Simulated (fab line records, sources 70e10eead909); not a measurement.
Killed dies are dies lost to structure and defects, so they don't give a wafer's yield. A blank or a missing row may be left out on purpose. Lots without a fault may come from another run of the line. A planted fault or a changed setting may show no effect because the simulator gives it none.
Which tool did it? | flow nand_harc | 13 lots, 39 wafers sampled, at 5 steps of a route of 1302

WHAT THE GAUGES READ, wafer by wafer
NHARC_THIN_TSV_CD_MEAS_33: target cd 5000 nm.
lot  | measured     | on        | cd_nm (nm)
L829 | day 24 16:57 | cd_sem-03 | 5000.6 4999.5 5001.2
L830 | day 24 19:08 | cd_sem-02 | 4997.3 5000.7 4998.0
L832 | day 25 03:40 | cd_sem-03 | 5000.8 4996.9 4996.0
L833 | day 26 06:22 | cd_sem-01 | 4998.6 4999.9 4997.8
L834 | day 26 07:52 | cd_sem-02 | 5002.5 5001.2 5000.6
L835 | day 27 07:38 | cd_sem-03 | 4997.9 4998.3 5000.6
L837 | day 28 05:29 | cd_sem-01 | 4996.6 5000.1 4997.2
L839 | day 28 17:17 | cd_sem-01 | 4998.7 4998.1 5000.9
L841 | day 29 04:41 | cd_sem-02 | 5000.1 5000.5 5001.7
L844 | day 30 08:09 | cd_sem-03 | 4995.6 4995.9 4998.4
L843 | day 30 09:11 | cd_sem-01 | 5002.0 5001.3 5001.1
L846 | day 31 05:25 | cd_sem-02 | 4999.6 5000.4 5002.7
L845 | day 31 06:28 | cd_sem-01 | 4999.0 5001.2 5002.2

NHARC_END_SORT_01.
lot  | measured     | on        | killed_at_array | killed_at_other | killed_at_periphery | killed_dies | killed_open | killed_short
L829 | day 25 00:53 | prober-02 | 51 58 80        | 1 0 1           | 5 7 4               | 57 65 85    | 2 7 0       | 3 1 4
L833 | day 26 15:43 | prober-01 | 80 85 92        | 0 1 0           | 3 1 1               | 83 87 93    | 2 1 4       | 2 0 4
L834 | day 26 16:34 | prober-02 | 56 65 59        | 0 2 0           | 3 2 2               | 59 69 61    | 4 1 2       | 3 2 0
L835 | day 27 18:17 | prober-01 | 62 63 65        | 3 3 4           | 11 9 2              | 76 75 71    | 2 8 4       | 1 2 4
L837 | day 28 17:43 | prober-02 | 71 82 72        | 0 1 1           | 1 0 5               | 72 83 78    | 3 3 4       | 1 3 2
L839 | day 29 03:22 | prober-01 | 71 53 56        | 0 0 0           | 0 4 4               | 71 57 60    | 3 3 3       | 3 0 1
L841 | day 29 14:08 | prober-01 | 75 64 69        | 0 0 0           | 7 5 7               | 82 69 76    | 3 0 2       | 0 1 1
L844 | day 30 18:55 | prober-01 | 52 56 48        | 1 0 1           | 4 7 9               | 57 63 58    | 3 7 6       | 2 1 3
L843 | day 30 19:38 | prober-02 | 61 44 47        | 1 0 1           | 2 2 1               | 64 46 49    | 2 5 3       | 3 1 4
L846 | day 31 15:59 | prober-02 | 136 95 138      | 0 0 0           | 1 3 0               | 137 98 138  | 3 3 2       | 2 2 0
L845 | day 31 15:59 | prober-01 | 133 145 101     | 1 1 3           | 2 0 3               | 136 146 107 | 4 2 3       | 0 1 4

WHICH TOOL RAN EACH LOT (tool, then ch and the chambers of the sampled wafers, then the start)
lot  | NHARC_A_CONTACT_ETCH_97            | NHARC_THIN_TSV_ETCH_15           | NHARC_THIN_TSV_STRIP_45
L829 | rie_diel-03 ch 0,1,3, day 22 18:46 | rie_si-02 ch 0,2,3, day 24 11:52 | plasma_asher-02 ch 0,1, day 24 12:05
L830 | rie_diel-08 ch 0,2,3, day 22 21:18 | rie_si-06 ch 0,3, day 24 14:10   | plasma_asher-01 ch 0,1, day 24 14:29
L832 | rie_diel-08 ch 0,2,3, day 23 05:26 | rie_si-02 ch 1,2,3, day 24 22:34 | plasma_asher-01 ch 0,1, day 24 22:47
L833 | rie_diel-03 ch 1,2,3, day 24 04:55 | rie_si-01 ch 0,2,3, day 26 01:16 | plasma_asher-02 ch 0,1, day 26 01:29
L834 | rie_diel-08 ch 0,2,3, day 24 07:49 | rie_si-06 ch 1,2, day 26 02:45   | plasma_asher-02 ch 0,1, day 26 02:58
L835 | rie_diel-08 ch 1,2,3, day 25 07:05 | rie_si-02 ch 0,1, day 27 02:40   | plasma_asher-02 ch 0,1, day 27 02:59
L837 | rie_diel-08 ch 0,2, day 26 04:42   | rie_si-01 ch 0,1,3, day 28 00:32 | plasma_asher-01 ch 0, day 28 00:48
L839 | rie_diel-02 ch 0,1,3, day 26 15:47 | rie_si-01 ch 2,3, day 28 12:13   | plasma_asher-01 ch 0,1, day 28 12:28
L841 | rie_diel-08 ch 0,1, day 26 22:44   | rie_si-01 ch 2,3, day 28 23:44   | plasma_asher-02 ch 0,1, day 28 23:57
L844 | rie_diel-08 ch 1,2, day 28 10:12   | rie_si-02 ch 1,3, day 30 01:51   | plasma_asher-02 ch 0,1, day 30 02:56
L843 | rie_diel-03 ch 2,3, day 28 10:56   | rie_si-06 ch 0,3, day 30 03:01   | plasma_asher-02 ch 0,1, day 30 04:23
L846 | rie_diel-08 ch 0,2,3, day 29 03:43 | rie_si-02 ch 0,1,2, day 31 00:20 | plasma_asher-01 ch 0,1, day 31 00:33
L845 | rie_diel-08 ch 0,1,2, day 29 10:32 | rie_si-06 ch 0,3, day 31 01:25   | plasma_asher-02 ch 0,1, day 31 01:37
- NHARC_A_CONTACT_ETCH_97: etches the open film in C4F6/O2, target depth 20 nm, time 10 s.
- NHARC_THIN_TSV_ETCH_15: target depth 3000 nm, bosch target overetch cycles 2, bosch etch step 2.8 s.
- NHARC_THIN_TSV_STRIP_45: strips in O2.

WHAT THE TOOLS THEMSELVES READ (means of the sampled wafers that have a number; where no wafer has one, the mark that the record gives instead)
NHARC_A_CONTACT_ETCH_97.
lot  | tool        | drypump_motor_current_A (A) | oes_product_au (a.u.) | rf_vpp_V (V) | showerhead_plenum_p_Torr (Torr) | throttle_valve_pct (%)
L829 | rie_diel-03 | 5.7                         | 0.968                 | 548.0        | 3.99                            | 26.907
L830 | rie_diel-08 | 6.0                         | 0.950                 | 545.1        | 3.82                            | 26.905
L832 | rie_diel-08 | 6.0                         | 0.959                 | 545.4        | 3.82                            | 26.913
L833 | rie_diel-03 | 5.5                         | 0.941                 | 548.0        | 3.97                            | 26.911
L834 | rie_diel-08 | 6.0                         | 0.939                 | 544.0        | 3.82                            | 26.906
L835 | rie_diel-08 | 6.0                         | 0.950                 | 545.3        | 3.82                            | 26.903
L837 | rie_diel-08 | 5.9                         | 0.949                 | 544.3        | 3.82                            | 26.901
L839 | rie_diel-02 | 5.5                         | 0.998                 | 547.5        | 3.95                            | 26.907
L841 | rie_diel-08 | 5.9                         | 0.946                 | 544.9        | 3.81                            | 26.899
L844 | rie_diel-08 | 5.9                         | 0.939                 | 545.2        | 3.82                            | 26.905
L843 | rie_diel-03 | 5.4                         | 0.933                 | 545.4        | 3.85                            | 26.904
L846 | rie_diel-08 | 6.0                         | 0.952                 | 544.7        | 3.80                            | 26.896
L845 | rie_diel-08 | 5.9                         | 0.947                 | 544.0        | 3.81                            | 26.901

NHARC_THIN_TSV_ETCH_15.
lot  | tool      | drypump_motor_current_A (A)
L829 | rie_si-02 | 5.8
L830 | rie_si-06 | 6.0
L832 | rie_si-02 | 5.8
L833 | rie_si-01 | 5.8
L834 | rie_si-06 | 6.1
L835 | rie_si-02 | 5.6
L837 | rie_si-01 | 5.9
L839 | rie_si-01 | 6.1
L841 | rie_si-01 | 5.7
L844 | rie_si-02 | 5.8
L843 | rie_si-06 | 6.0
L846 | rie_si-02 | 5.6
L845 | rie_si-06 | 6.0

NHARC_THIN_TSV_STRIP_45.
lot  | tool            | drypump_motor_current_A (A) | heater_power_w (W)
L829 | plasma_asher-02 | 5.1                         | 410
L830 | plasma_asher-01 | 6.0                         | 369
L832 | plasma_asher-01 | 6.0                         | 371
L833 | plasma_asher-02 | 5.1                         | 408
L834 | plasma_asher-02 | 5.1                         | 416
L835 | plasma_asher-02 | 5.2                         | 389
L837 | plasma_asher-01 | 6.1                         | 314
L839 | plasma_asher-01 | 6.0                         | 343
L841 | plasma_asher-02 | 5.2                         | 399
L844 | plasma_asher-02 | 5.1                         | 401
L843 | plasma_asher-02 | 5.1                         | 410
L846 | plasma_asher-01 | 6.0                         | 344
L845 | plasma_asher-02 | 5.1                         | 415

THE ANSWER, worked out from the rows above alone
Rule: what is usual is taken from the lots themselves. Put in order of their means at a reading, lots are off if they are a third of the lots or fewer, leave a main group of 4 or more, and stand apart from it by a gap of 3 or more times the standard deviation of the main group's means; of several such gaps the widest counts. A main group whose means are all the same, to the digits that the tables above print for the reading, isn't used. A lot without any number at a reading at which 4 lots or more have one is off too. The other lots that the step has rows for count as sound. The gauges are gone through in route order, then the tools' own readings, and for those a lot's mean is taken as printed above. The first step at which some lot is off is used, and at that step the reading that is off furthest; a lot without a number counts as furthest.
Off: L846, L845, at NHARC_END_SORT_01 (killed_dies). The main group: mean 69, standard deviation 10. Neither off nor sound, because the step has no rows for them: L830, L832.
A tool fits if, at a process step before that reading, it ran every lot that is off, and no sound lot after the first of them. The gauges at NHARC_END_SORT_01 are tried like those tools. One fits: rie_diel-08 at NHARC_A_CONTACT_ETCH_97. Its last sound lot is L844 (day 28 10:12), its first lot that is off L846 (day 29 03:43): a fault that began between those two fits.

WHAT THE SIMULATOR HAD PUT IN
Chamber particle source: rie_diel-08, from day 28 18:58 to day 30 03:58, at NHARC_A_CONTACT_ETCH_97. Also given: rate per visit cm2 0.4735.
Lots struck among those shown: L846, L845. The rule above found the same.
